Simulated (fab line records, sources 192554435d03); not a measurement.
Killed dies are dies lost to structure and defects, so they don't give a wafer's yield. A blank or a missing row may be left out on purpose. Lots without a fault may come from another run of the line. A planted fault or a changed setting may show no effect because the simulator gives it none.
A struck lot beside a sound one | flow n5_finfet | 41 steps out of a route of 1938
Sound: wafers L310.1, L310.3, L310.4. Struck: wafer L326.1. (L326.2, L326.6 of the same lot were not struck and are left out.) The cause comes at the end.
At each step with rows: each side's tool, then ch and its chambers, then its first start. Under that, the readings that differ: sound wafers | struck wafers | difference of the means | sigmas: that difference in standard deviations of wafers without a fault.
alike: readings whose means differ by less than 2 such deviations, and words and numbers that are the same on both sides. not compared: withheld readings, readings that some wafer has no value for, bounds like >300 that may hide the same value, and numbers for which the record gives no deviation and whose values overlap.
The two part at a step that has a row with sigmas, a row that says differs or no value, or rows on one side only. Numbers that don't overlap but have no deviation are shown without sigmas and don't part them. A reading that every wafer of one side lacks parts them only if that side has two wafers or more.

first, 11 steps without rows for these wafers: N5_BEOL_M0_SAQP_MANDREL1_REMOVE_100 (chemistry HBr/Cl2/O2, target a-Si, stops on SiNx, bt time 10 s); N5_BEOL_M0_SAQP_ETCH_101 (etches SiNx in CH3F/O2, target depth 29.9 nm, time 42.7 s); N5_BEOL_M0_SAQP_ETCH_102 (etches SiO2 in CF4, target depth 4 nm, time 4.4 s); N5_BEOL_M0_SAQP_MANDREL_ETCH_103 (etches a-Si in HBr/Cl2, stops on SiCN, target depth 45 nm, bt time 10 s, time 27 s); N5_BEOL_M0_SAQP_RECESS_104 (chemistry HF/NH3, target SiO2, target depth 18 nm, afs cycles 3, sublimation time 60 s); N5_BEOL_M0_SAQP_COAT_105 (time 60 s, resist thk 100 nm); N5_BEOL_M0_SAQP_ETCH_106 (etches SOC in N2/H2, stops on SiNx, target depth 150 nm); N5_BEOL_M0_SAQP_ETCH_107 (etches SiNx in CH3F/O2, target depth 30 nm); N5_BEOL_M0_SAQP_STRIP_108 (strips in N2/H2); N5_BEOL_M0_SAQP_RECESS_109 (chemistry HF/NH3, target SiO2, target depth 3 nm, afs cycles 1, sublimation time 60 s); N5_BEOL_M0_SAQP_SPACER2_ALD_26 (deposits SiO2, target thk 15 nm, pulse time 1 s, purge time 2 s).
N5_BEOL_M0_SAQP_SPACER2_ETCHBACK_27: etches SiO2 in CHF3/O2, target depth 22.5 nm, time 11.25 s.
  sound on rie_diel-02 ch 0,2,3, day 6 09:21; struck on rie_diel-02 ch 1, day 10 06:29
  reading                | sound             | struck | difference | sigmas
  rf_hours_counter_h (h) | 154 40 97         | 213    | +116       |
  throttle_valve_pct (%) | 19.17 18.90 19.22 | 18.67  | -0.43      | -2
  alike: chamber_pressure_mTorr, drypump_motor_current_A, oes_product_au, rf_vpp_V, showerhead_plenum_p_Torr
then, 10 steps without rows for these wafers: N5_BEOL_M0_SAQP_MANDREL2_REMOVE_110 (chemistry HBr/Cl2/O2, target a-Si, stops on SiCN, bt time 10 s); N5_BEOL_M0_SAQP_COAT_69 (time 60 s, resist thk 90 nm); N5_BEOL_M0_SAQP_COAT_72 (time 60 s, resist thk 15 nm); N5_BEOL_M0_SAQP_COAT_87 (time 60 s, resist thk 5 nm); N5_BEOL_M0_SAQP_COAT_34 (resist thk 30 nm); N5_BEOL_M0_SAQP_EBR_36; N5_BEOL_M0_SAQP_SOFTBAKE_35 (time 60 s); N5_BEOL_M0_SAQP_EXPOSE_37 (exposes mask M0 CUT1, target cd 30 nm); N5_BEOL_M0_SAQP_PEB_38 (peb time 60 s); N5_BEOL_M0_SAQP_DEVELOP_39 (develop time 30 s).
N5_BEOL_M0_SAQP_INSPECT_42: inspects for defects (brightfield).
  sound on defect_inspect-01, day 6 09:57; struck on defect_inspect-02, day 10 07:05
  reading          | sound       | struck | difference | sigmas
  raw_defect_count | 335 326 346 | 777    | +441       | +6
then, 15 steps without rows for these wafers: N5_BEOL_M0_SAQP_DESCUM_45 (chemistry O2, time 7 s); N5_BEOL_M0_SAQP_ETCH_88 (etches underlayer in N2/H2, target depth 6.5 nm, time 5.2 s); N5_BEOL_M0_SAQP_ETCH_73 (etches SiARC in CF4, target depth 19.5 nm, time 32.5 s); N5_BEOL_M0_SAQP_CUT_ETCH_46 (etches SOC in N2/H2, target depth 135 nm, overetch 27 nm, time 202.5 s); N5_BEOL_M0_SAQP_STRIP_74 (strips in N2/H2); N5_BEOL_M0_SAQP_STRIP_89 (strips in N2/H2); N5_BEOL_M0_SAQP_ALD_48 (deposits SiO2, target thk 20 nm, pulse time 1 s, co reactant pulse time 1 s); N5_BEOL_M0_SAQP_ETCH_49 (etches SiO2 in CF4/O2, target depth 37 nm); N5_BEOL_M0_SAQP_STRIP_75 (strips in CF4); N5_BEOL_M0_CUTY_COAT_50 (time 60 s, resist thk 15 nm); N5_BEOL_M0_CUTY_COAT_51 (resist thk 150 nm); N5_BEOL_M0_CUTY_EBR_52; N5_BEOL_M0_CUTY_SOFTBAKE_53 (time 60 s); N5_BEOL_M0_CUTY_EXPOSE_54 (exposes mask M0 ABLK); N5_BEOL_M0_CUTY_PEB_55 (peb time 60 s).
N5_BEOL_M0_CUTY_INSPECT_59: inspects for defects (macro).
  sound on defect_inspect-01, day 6 12:14; struck on defect_inspect-01, day 10 08:38
  reading          | sound | struck | difference | sigmas
  raw_defect_count | 3 1 1 | >300   | differs    |
-- the record jumps here: 2 days lie between the struck wafers' starts before and after (it left off in module BEOL_M0_CUTY and takes up again in module BEOL_M4, whose first step shown is number 1111 of the route) --
N5_BEOL_M4_RC_MEAS_101:
  sound on prober-02 ch 0, day 9 05:05; struck on prober-01 ch 0, day 12 11:44
  alike: DIBL_N, DIBL_P, IOFF_N, IOFF_P, ION_N, ION_P, SS_N, SS_P, VT_N, VT_P
-- the record jumps here: 4 days lie between the struck wafers' starts before and after (it left off in module BEOL_M4 and takes up again in module PASSIVATION, whose first step shown is number 1936 of the route) --
N5_PASSIVATION_PROBE_49:
  sound on prober-02, day 14 05:35; struck on prober-01, day 16 16:20
  reading                  | sound          | struck | difference | sigmas
  defect_limited_yield (%) | 92.0 90.1 91.9 | 81.9   | -9.4       | -8
  killed_at_M0_to_M3       | 33 26 21       | 135    | +108       | +12
  killed_dies              | 94 117 96      | 213    | +111       | +7
  killed_on_rim            | 12 16 10       | 25     | +12        | +3
  sort_bin_5_function (%)  | 5.2 6.0 5.5    | 9.6    | +4.0       | +5
  sort_bin_6_memory (%)    | 2.1 3.6 2.5    | 5.5    | +2.8       | +4
  sort_n_pass              | 1086 1063 1084 | 967    | -111       | -7
  sort_yield_pct (%)       | 92.0 90.1 91.9 | 81.9   | -9.4       | -8
  alike: killed_at_M4_up, killed_at_contacts, killed_at_front_end, killed_at_other, killed_open, killed_short, sort_bin_8_speed

WHERE THEY PART
First at N5_BEOL_M0_SAQP_SPACER2_ETCHBACK_27; last, within this record, at N5_PASSIVATION_PROBE_49.

WHY: what the simulator had put in
Chamber particle source: rie_diel-02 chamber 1, from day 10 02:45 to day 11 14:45, at N5_BEOL_M0_SAQP_SPACER2_ETCHBACK_27. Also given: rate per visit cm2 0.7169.
